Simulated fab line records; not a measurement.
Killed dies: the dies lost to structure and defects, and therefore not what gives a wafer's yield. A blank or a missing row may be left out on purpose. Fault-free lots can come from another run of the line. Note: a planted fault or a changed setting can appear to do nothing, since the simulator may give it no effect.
The same fault as seen by 2 desks || flow n5-finfet || each desk has only its own numbers; what lay behind them comes last

== THE TOOL OWNER'S DESK: arfi-scanner-02 ==
The tool's own readings at N5_HKMG_FIN_EXPOSE_09 (exposes mask NWFM): means of the sampled wafers that have a number, for each lot that ran on this tool. If a lot's mean is further than 4 standard deviations from the usual mean, the lot is out of limits and carries the mark OUT (the distance appears in the brackets).
Columns: A = exposure-dose-mJ-cm2 at N5_HKMG_FIN_EXPOSE_09, usual 39.21
{"lot": "L417", "first seen here": "day 4 06:26", "A": 39.20}
{"lot": "L421", "first seen here": "day 5 07:28", "A": 39.22}
{"lot": "L426", "first seen here": "day 6 16:15", "A": "37.64 (-31) OUT"}
{"lot": "L427", "first seen here": "day 6 20:14", "A": "37.91 (-25) OUT"}
This desk's finding: out of limits on L426, L427; first on L426, day 6 16:15 (exposure-dose-mJ-cm2 at N5_HKMG_FIN_EXPOSE_09). L417, L421 stayed within limits.

== FROM THE METROLOGY DESK ==
Lot by lot, what the gauges showed, no matter which tool ran the lot: averages of those sampled wafers that carry a number. If a lot's mean is further than 4 standard deviations from the usual mean, the lot is out of limits and carries the mark OUT (the distance appears in the brackets).
Columns: A = cd-nm at N5_HKMG_FIN_CD_MEAS_12, usual 92.8 nm
{"lot": "L416", "first seen here": "day 4 01:48", "A": 91.9}
{"lot": "L417", "first seen here": "day 4 06:33", "A": 92.3}
{"lot": "L418", "first seen here": "day 4 15:13", "A": 94.0}
{"lot": "L421", "first seen here": "day 5 07:35", "A": 93.4}
{"lot": "L426", "first seen here": "day 6 16:22", "A": "89.0 (-4.5) OUT"}
{"lot": "L427", "first seen here": "day 6 20:22", "A": 91.5}
{"lot": "L431", "first seen here": "day 7 20:47", "A": 92.3}
{"lot": "L433", "first seen here": "day 8 07:56", "A": 92.3}
{"lot": "L436", "first seen here": "day 9 00:38", "A": 93.5}
{"lot": "L439", "first seen here": "day 9 20:41", "A": 91.8}
This desk's finding: out of limits on L426; first on L426, day 6 16:22 (cd-nm at N5_HKMG_FIN_CD_MEAS_12). L416, L417, L418, L421, L427, L431, L433, L436, L439 stayed within limits.

== PUT TOGETHER ==
The tool owner's desk had the chance to raise an alarm at day 6 16:15 on L426, L427.
The metrology desk could have raised an alarm at day 6 16:22, on L426.
The metrology desk holds a record of L427, inside its limits.
Every lot named ran N5_HKMG_FIN_EXPOSE_09 on arfi-scanner-02.

== WHAT THE SIMULATOR HAD INSERTED ==
Drift in process parameters on arfi-scanner-02 at N5_HKMG_FIN_EXPOSE_09, starting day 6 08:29. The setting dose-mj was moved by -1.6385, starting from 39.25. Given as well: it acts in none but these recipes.
Shown lots that were struck: L426, L427.
Counting hours from when the fault started, the first reading out of limits came at 8 for the tool owner's desk and at 8 for the metrology desk.
